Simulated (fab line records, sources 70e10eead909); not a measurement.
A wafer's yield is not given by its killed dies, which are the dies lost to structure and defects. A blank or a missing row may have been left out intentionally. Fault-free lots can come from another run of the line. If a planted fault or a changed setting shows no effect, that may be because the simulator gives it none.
Chamber matching || flow nand_harc || NHARC_A_CONTACT_DEP_85 on pecvd-03: 3 sister chambers
The step deposits SiON, target thk 60 nm. 3 wafers are shown with their chamber, then 9 later ones without.

WAFERS PAIRED WITH THEIR CHAMBERS
{"wafer": "L086.2", "chamber": 1, "heater_power_w (W)": 620}
{"wafer": "L088.1", "chamber": 2, "heater_power_w (W)": 830}
{"wafer": "L088.4", "chamber": 0, "heater_power_w (W)": 688}

WAFERS WHOSE CHAMBER IS MISSING
{"wafer": "L093.2", "heater_power_w (W)": 878}
{"wafer": "L093.3", "heater_power_w (W)": 692}
{"wafer": "L093.6", "heater_power_w (W)": 655}
{"wafer": "L095.2", "heater_power_w (W)": 723}
{"wafer": "L095.3", "heater_power_w (W)": 625}
{"wafer": "L095.6", "heater_power_w (W)": 785}
{"wafer": "L097.2", "heater_power_w (W)": 642}
{"wafer": "L097.5", "heater_power_w (W)": 738}
{"wafer": "L097.6", "heater_power_w (W)": 927}

WHICH CHAMBER EACH ONE RAN IN
{"wafer": "L093.2", "from the rows above": 2, "in truth": 2}
{"wafer": "L093.3", "from the rows above": "can't be placed: 0 or 1", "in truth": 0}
{"wafer": "L093.6", "from the rows above": "can't be placed: 0 or 1", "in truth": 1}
{"wafer": "L095.2", "from the rows above": "can't be placed: 0 or 1 or 2", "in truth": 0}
{"wafer": "L095.3", "from the rows above": "can't be placed: 1 or 0", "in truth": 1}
{"wafer": "L095.6", "from the rows above": "can't be placed: 2 or 0", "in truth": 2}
{"wafer": "L097.2", "from the rows above": "can't be placed: 1 or 0", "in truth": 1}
{"wafer": "L097.5", "from the rows above": "can't be placed: 0 or 2 or 1", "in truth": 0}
{"wafer": "L097.6", "from the rows above": 2, "in truth": 2}
2 of 9 placed correctly. Cannot be placed on the basis of these rows: 7; the candidates contain the true chamber in 7. Placed wrongly: 0.
How it was worked out, from the rows above alone: a wafer's distance from a chamber is the root of the sum, over the readings, of the square of ((its reading less the chamber's mean) divided by the reading's scatter). The wafer belongs to the nearest chamber; if the next one is less than 2 further off, it can't be placed. Each chamber's mean is taken over the wafers shown for it. The scatter: with one shown wafer a chamber, the root of the mean of the squares of how far each hidden wafer lies from its nearest shown one.
